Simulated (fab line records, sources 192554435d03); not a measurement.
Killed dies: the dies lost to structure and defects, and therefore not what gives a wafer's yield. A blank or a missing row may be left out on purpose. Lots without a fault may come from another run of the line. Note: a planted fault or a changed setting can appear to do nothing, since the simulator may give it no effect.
Comparing a struck lot with a sound one -- flow n5Finfet -- 37 steps out of a route of 1938
Sound: the wafers L748.3, L748.4, L748.5. Struck: wafer L742.4. (L742.3 of the same lot was not struck and is left out.) The cause comes at the end.
For every step that has rows: the tool of each side, followed by ch and its chambers, followed by its first start. Under that, the readings that differ: sound wafers -- struck wafers -- difference of the means -- sigmas: that difference in standard deviations of wafers without a fault.
alike: a reading whose means differ by less than 2 such deviations, as well as words and numbers matching on both sides. not compared: withheld readings; readings where some wafer has no value; bounds like >300 that might hide an equal value; numbers whose values overlap and for which the record gives no deviation.
The two part at a step that has a row with sigmas, a row that says differs or no value, or rows on one side only. Numbers that have no deviation but don't overlap get no sigmas and don't part them. Lack of a reading on every wafer of one side parts them only where that side has two or more wafers.

first, 11 steps without rows for these wafers: N5_GATE_CUT_DESCUM_18 (chemistry O2, time 7 s); N5_GATE_CUT_ETCH_28 (etches underlayer in N2/H2, target depth 13 nm, time 10.4 s); N5_GATE_CUT_ETCH_36 (etches SiARC in CF4, target depth 13 nm, time 21.7 s); N5_GATE_CUT_ETCH_37 (etches SOC in N2/H2, target depth 60 nm, overetch 12 nm, time 90 s); N5_GATE_CUT_STRIP_38 (strips in N2/H2); N5_GATE_CUT_STRIP_39 (strips in N2/H2); N5_GATE_CUT_HM_OPEN_40 (chemistry C4F6/O2, target SiO2, target depth 139 nm, time 85.1 s); N5_GATE_CUT_STRIP_41 (strips in CF4); N5_GATE_CUT_STRIP_42 (strips in O2); N5_GATE_CUT_ETCH_19 (etches SiNx in CH3F/O2, target depth 53.7 nm, time 76.7 s); N5_GATE_CUT_CUT_ETCH_53 (etches W in SF6/Cl2, target depth 79.2 nm).
N5_GATE_CUT_CUT_ETCH_54: etches TiN in Cl2/BCl3, target depth 96.7 nm.
  sound on rieMetal-03 ch 0,1, day 9 10:55; struck on rieMetal-02 ch 0, day 8 00:26
reading,sound,struck,difference,sigmas
etchRfOnTimeS (s),37.3 38.1 37.2,47.9,+10.4,+11
model.etch.depthNm (nm),81.95 81.95 81.95,77.9,-4.0,
  alike: biasW, drypumpMotorCurrentA, oesProductAu, throttleValvePct
  not compared: rfHoursCounterH
N5_GATE_CUT_CUT_ETCH_55: etches HfO2 in BCl3, target depth 3.2 nm.
  sound on rieMetal-03 ch 0,1, day 9 10:58; struck on rieMetal-02 ch 0, day 8 00:29
reading,sound,struck,difference,sigmas
oesProductAu (a.u.),0.82 0.92 0.82,0.37,-0.48,-4
throttleValvePct (%),32.97 32.73 32.98,32.44,-0.45,-2
  alike: biasW, drypumpMotorCurrentA
  not compared: rfHoursCounterH
N5_GATE_CUT_ETCH_47: etches SiO2 in Cl2/BCl3, target depth 10 nm.
  sound on rieMetal-03 ch 0,1, day 9 10:59; struck on rieMetal-02 ch 0, day 8 00:31
reading,sound,struck,difference,sigmas
model.GATE_CUT.cdNm (nm),19.8 20.2 19.8,18.4,-1.5,
  alike: biasW, drypumpMotorCurrentA, oesProductAu, throttleValvePct
  not compared: rfHoursCounterH
then, 21 steps without rows for these wafers: N5_GATE_CUT_VAPOR_ETCH_48 (etches TiN in BCl3/Cl2); N5_GATE_CUT_VAPOR_ETCH_49 (etches TiAlC in BCl3/Cl2); N5_GATE_CUT_VAPOR_ETCH_51 (etches HfO2 in BCl3/Cl2); N5_GATE_CUT_STRIP_21 (strips in N2/H2, time 30 s); N5_GATE_CUT_STRIP_29 (strips in post etch residue remover, time 60 s); N5_GATE_CUT_SRD_52 (time 30 s); N5_GATE_CUT_ALD_22 (deposits SiNx, target thk 16 nm, pulse time 1 s, ald cycles 320); N5_GATE_CUT_CMP_23 (polishes, stops on SiO2, t overpolish 23.4 s, target thk 16 nm); N5_GATE_CUT_CMP_43 (polishes SiO2); N5_GATE_CUT_CMP_61 (polishes, stops on SiNx, t overpolish 3 s); N5_MOL_CONTACT_COAG_COAT_103 (time 60 s, resist thk 80 nm); N5_MOL_CONTACT_COAG_COAT_104 (time 60 s, resist thk 12 nm); N5_MOL_CONTACT_COAG_COAT_58 (time 60 s, resist thk 10 nm); N5_MOL_CONTACT_COAG_COAT_02 (resist thk 30 nm); N5_MOL_CONTACT_COAG_EBR_04; N5_MOL_CONTACT_COAG_SOFTBAKE_03 (time 60 s); N5_MOL_CONTACT_COAG_EXPOSE_05 (exposes mask CA, defocus 0 nm); N5_MOL_CONTACT_COAG_PEB_06 (peb time 60 s); N5_MOL_CONTACT_COAG_DEVELOP_07 (develop time 30 s); N5_MOL_CONTACT_COAG_DESCUM_13 (chemistry O2, time 7 s); N5_MOL_CONTACT_COAG_ETCH_59 (etches underlayer in N2/H2, target depth 13 nm, time 10.4 s).
N5_BEOL_M4_RC_MEAS_101:
  the record has rows for the sound wafers here (prober-01 ch 0, day 14 20:13) and none for the struck ones
-- here the record skips 10 days between the struck wafers' starts before and after, leaving off in module BEOL_M4 and picking up in module PASSIVATION (first step shown: number 1936 of the route) --
N5_PASSIVATION_PROBE_49:
  record: rows for the struck wafers here (prober-02, day 18 02:15), none for the sound ones

WHERE THEY PART
First at N5_GATE_CUT_CUT_ETCH_54; last, within this record, at N5_PASSIVATION_PROBE_49.

WHY: whatever the simulator had introduced
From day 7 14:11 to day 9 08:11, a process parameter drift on rieMetal-02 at N5_GATE_CUT_CUT_ETCH_54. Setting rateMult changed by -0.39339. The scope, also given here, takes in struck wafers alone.
